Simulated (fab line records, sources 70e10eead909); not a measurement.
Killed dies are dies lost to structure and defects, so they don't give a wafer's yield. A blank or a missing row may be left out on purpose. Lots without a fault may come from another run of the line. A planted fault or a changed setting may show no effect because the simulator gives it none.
Chamber matching | flow nand_harc | NHARC_A_STAIRCASE_DEP_301 on pecvd-04: 3 sister chambers
The step deposits SiON, target thk 30 nm. 14 wafers are shown with their chamber, then 7 later ones without.

WAFERS WITH THEIR CHAMBER
wafer  | chamber | rf_fwd_power_W (W) | heater_power_w (W)
L074.1 | 2       | 347.8              | 873
L074.4 | 1       | 348.4              | 819
L074.5 | 2       | 346.6              | 859
L076.1 | 1       | 346.7              | 814
L076.2 | 2       | 346.4              | 849
L076.6 | 2       | 348.2              | 862
L083.2 | 1       | 348.2              | 773
L083.3 | 2       | 347.4              | 772
L083.4 | 0       | 348.8              | 797
L086.1 | 1       | 347.3              | 849
L086.3 | 0       | 349.8              | 885
L086.6 | 0       | 348.4              | 881
L088.1 | 1       | 349.1              | 884
L088.2 | 0       | 350.1              | 741

SIGNATURES (means of the wafers above)
reading        | chamber 0 | chamber 1 | chamber 2 | scatter within a chamber
rf_fwd_power_W | 349.275   | 347.940   | 347.280   | 0.847
heater_power_w | 826.00    | 827.80    | 843.00    | 50.5
Rule: a wafer's distance from a chamber is the root of the sum, over the readings, of the square of ((its reading less the chamber's mean) divided by the reading's scatter). The wafer belongs to the nearest chamber; if the next one is less than 2 further off, it can't be placed. The scatter: the root of (the sum of the squares of (reading less its chamber's mean) over the shown wafers, divided by (wafers less chambers)).

WAFERS WITHOUT THEIR CHAMBER
wafer  | rf_fwd_power_W (W) | heater_power_w (W)
L088.4 | 349.1              | 890
L090.1 | 348.3              | 769
L090.3 | 347.8              | 820
L090.4 | 347.9              | 746
L091.2 | 348.1              | 758
L091.4 | 350.8              | 727
L091.5 | 349.4              | 762

WHICH CHAMBER EACH WENT THROUGH
wafer  | from the rows above          | in truth
L088.4 | can't be placed: 0 or 1 or 2 | 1
L090.1 | can't be placed: 1 or 0 or 2 | 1
L090.3 | can't be placed: 1 or 2 or 0 | 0
L090.4 | can't be placed: 1 or 2 or 0 | 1
L091.2 | can't be placed: 1 or 0 or 2 | 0
L091.4 | can't be placed: 0 or 1      | 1
L091.5 | can't be placed: 0 or 1 or 2 | 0
Placed correctly: 0 of 7. Can't be placed from these rows: 7 (the true chamber is among the candidates in 7). Placed wrongly: 0.
